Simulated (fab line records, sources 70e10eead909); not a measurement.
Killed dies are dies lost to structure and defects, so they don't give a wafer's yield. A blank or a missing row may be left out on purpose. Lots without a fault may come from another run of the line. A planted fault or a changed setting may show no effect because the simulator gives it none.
Which tool did it? | flow nand_harc | 14 lots, 42 wafers sampled, at 5 steps of a route of 1302

WHAT THE GAUGES READ, wafer by wafer
NHARC_END_SORT_01.
lot  | measured     | on        | killed_at_array | killed_at_other | killed_at_periphery | killed_dies | killed_open | killed_short
L680 | day 27 14:31 | prober-02 | 609 612 592     | 2 3 3           | 4 5 1               | 615 620 596 | 2 3 1       | 2 3 1
L684 | day 27 13:40 | prober-01 | 584 609 588     | 0 1 1           | 4 6 2               | 588 616 591 | 1 4 1       | 1 3 1
L696 | day 32 23:49 | prober-02 | 45 61 59        | 0 0 0           | 2 2 2               | 47 63 61    | 2 3 0       | 0 4 2

WHICH TOOL RAN EACH LOT (tool, then ch and the chambers of the sampled wafers, then the start)
lot  | NHARC_A_SLIT_DEP_00           | NHARC_A_BONDPAD_PVD_17                  | NHARC_THIN_TSV_ETCH_15           | NHARC_THIN_TSV_CMP_21
L682 | acl_dep-02 ch 0, day 21 15:29 | pvd_sputter-03, day 26 04:25 or earlier | rie_si-03 ch 0,1,3, day 26 04:25 | cmp-01 ch 0,1,3, day 26 08:02
L680 | acl_dep-01 ch 0, day 22 04:43 | -                                       | -                                | -
L684 | acl_dep-01 ch 0, day 22 11:25 | -                                       | -                                | -
L687 | acl_dep-02 ch 0, day 24 15:21 | pvd_sputter-03, day 29 02:19 or earlier | rie_si-05 ch 1,2, day 29 02:19   | cmp-04 ch 0,2,3, day 29 06:08
L688 | acl_dep-02 ch 0, day 24 23:37 | pvd_sputter-02, day 29 03:34 or earlier | rie_si-03 ch 1,3, day 29 03:34   | cmp-02 ch 0,2,3, day 29 07:02
L691 | acl_dep-01 ch 0, day 25 16:01 | pvd_sputter-02, day 29 16:02 or earlier | rie_si-06 ch 0,2,3, day 29 16:02 | cmp-01 ch 1,2,3, day 29 19:35
L692 | acl_dep-01 ch 0, day 26 05:47 | pvd_sputter-01, day 30 15:29 or earlier | rie_si-03 ch 0,2,3, day 30 15:29 | cmp-02 ch 0,1,2, day 30 19:02
L690 | acl_dep-01 ch 0, day 26 14:11 | pvd_sputter-01, day 30 20:21 or earlier | rie_si-05 ch 1,3, day 30 20:21   | cmp-04 ch 0,1,3, day 30 23:56
L693 | acl_dep-02 ch 0, day 27 06:44 | pvd_sputter-01, day 31 09:07 or earlier | rie_si-06 ch 1,2, day 31 09:07   | cmp-01 ch 1,2,3, day 31 12:55
L694 | acl_dep-03 ch 0, day 27 07:48 | pvd_sputter-02, day 31 10:07 or earlier | rie_si-06 ch 0,1,2, day 31 10:07 | cmp-02 ch 0,1,2, day 31 13:47
L696 | acl_dep-03 ch 0, day 27 21:51 | pvd_sputter-02, day 32 05:22 or earlier | rie_si-06 ch 1,2,3, day 32 05:22 | cmp-01 ch 0,3, day 32 08:52
L695 | acl_dep-02 ch 0, day 27 21:52 | pvd_sputter-02, day 32 04:09 or earlier | rie_si-05 ch 1,3, day 32 04:09   | cmp-04 ch 1,3, day 32 07:37
L697 | acl_dep-01 ch 0, day 28 16:09 | pvd_sputter-02, day 33 03:14 or earlier | rie_si-05 ch 2,3, day 33 03:14   | cmp-01 ch 0,1,2, day 33 06:54
L699 | acl_dep-02 ch 0, day 29 05:35 | pvd_sputter-03, day 33 05:53 or earlier | rie_si-05 ch 0,1,2, day 33 05:53 | cmp-04 ch 1,2,3, day 33 09:20
- NHARC_A_SLIT_DEP_00: deposits aC, target thk 6200 nm.
- NHARC_A_BONDPAD_PVD_17: deposits TaN, target thk 5 nm, time 8.06 s.
- NHARC_THIN_TSV_ETCH_15: target depth 3000 nm, bosch target overetch cycles 2, bosch etch step 2.8 s.
- NHARC_THIN_TSV_CMP_21: polishes, t overpolish 30 s, target thk 2000 nm.

WHAT THE TOOLS THEMSELVES READ (means of the sampled wafers that have a number; where no wafer has one, the mark that the record gives instead)
NHARC_A_SLIT_DEP_00.
lot  | tool       | throttle_valve_pct (%)
L682 | acl_dep-02 | 35.007
L680 | acl_dep-01 | 35.005
L684 | acl_dep-01 | 34.999
L687 | acl_dep-02 | 35.000
L688 | acl_dep-02 | 34.994
L691 | acl_dep-01 | 34.995
L692 | acl_dep-01 | 34.998
L690 | acl_dep-01 | 34.998
L693 | acl_dep-02 | 34.991
L694 | acl_dep-03 | 35.002
L696 | acl_dep-03 | 35.004
L695 | acl_dep-02 | 34.989
L697 | acl_dep-01 | 35.000
L699 | acl_dep-02 | 34.999

NHARC_A_BONDPAD_PVD_17.
lot  | tool           | chamber_pressure_pa (Pa) | throttle_valve_pct (%)
L682 | pvd_sputter-03 | 0.12                     | 29.7
L687 | pvd_sputter-03 | 0.12                     | 29.9
L688 | pvd_sputter-02 | 0.12                     | 31.6
L691 | pvd_sputter-02 | 0.12                     | 30.0
L692 | pvd_sputter-01 | 0.12                     | 30.2
L690 | pvd_sputter-01 | 0.12                     | 29.5
L693 | pvd_sputter-01 | 0.12                     | 30.0
L694 | pvd_sputter-02 | 0.12                     | 31.5
L696 | pvd_sputter-02 | 0.12                     | 31.5
L695 | pvd_sputter-02 | 0.12                     | 31.7
L697 | pvd_sputter-02 | 0.12                     | 32.3
L699 | pvd_sputter-03 | 0.12                     | 30.1

NHARC_THIN_TSV_ETCH_15.
lot  | tool      | drypump_motor_current_A (A)
L682 | rie_si-03 | 5.2
L687 | rie_si-05 | 6.0
L688 | rie_si-03 | 5.3
L691 | rie_si-06 | 5.6
L692 | rie_si-03 | 5.5
L690 | rie_si-05 | 5.8
L693 | rie_si-06 | 6.2
L694 | rie_si-06 | 5.8
L696 | rie_si-06 | 6.0
L695 | rie_si-05 | 5.9
L697 | rie_si-05 | 6.0
L699 | rie_si-05 | 5.9

NHARC_THIN_TSV_CMP_21.
lot  | tool   | edge_zone_pressure_frac | motor_current_A (A) | overpolish_run_s (s)
L682 | cmp-01 | 0.996                   | 11.4                | 29.999
L687 | cmp-04 | 0.999                   | 11.5                | 29.987
L688 | cmp-02 | 1.002                   | 12.0                | 30.005
L691 | cmp-01 | 1.001                   | 12.2                | 30.003
L692 | cmp-02 | 1.008                   | 11.8                | 30.000
L690 | cmp-04 | 0.997                   | 12.5                | 30.003
L693 | cmp-01 | 1.001                   | 12.2                | 30.008
L694 | cmp-02 | 0.996                   | 12.1                | 29.998
L696 | cmp-01 | 0.999                   | 10.8                | 30.005
L695 | cmp-04 | 0.997                   | 14.3                | 29.998
L697 | cmp-01 | 0.997                   | 12.4                | 30.005
L699 | cmp-04 | 1.001                   | 13.5                | 29.992

THE ANSWER, worked out from the rows above alone
Rule: what is usual is taken from the lots themselves. Put in order of their means at a reading, lots are off if they are a third of the lots or fewer, leave a main group of 4 or more, and stand apart from it by a gap of 3 or more times the standard deviation of the main group's means; of several such gaps the widest counts. A main group whose means are all the same, to the digits that the tables above print for the reading, isn't used. A lot without any number at a reading at which 4 lots or more have one is off too. The other lots that the step has rows for count as sound. The gauges are gone through in route order, then the tools' own readings, and for those a lot's mean is taken as printed above. The first step at which some lot is off is used, and at that step the reading that is off furthest; a lot without a number counts as furthest.
No lot is off at any reading shown: from this, nothing can be told.

WHAT THE SIMULATOR HAD PUT IN
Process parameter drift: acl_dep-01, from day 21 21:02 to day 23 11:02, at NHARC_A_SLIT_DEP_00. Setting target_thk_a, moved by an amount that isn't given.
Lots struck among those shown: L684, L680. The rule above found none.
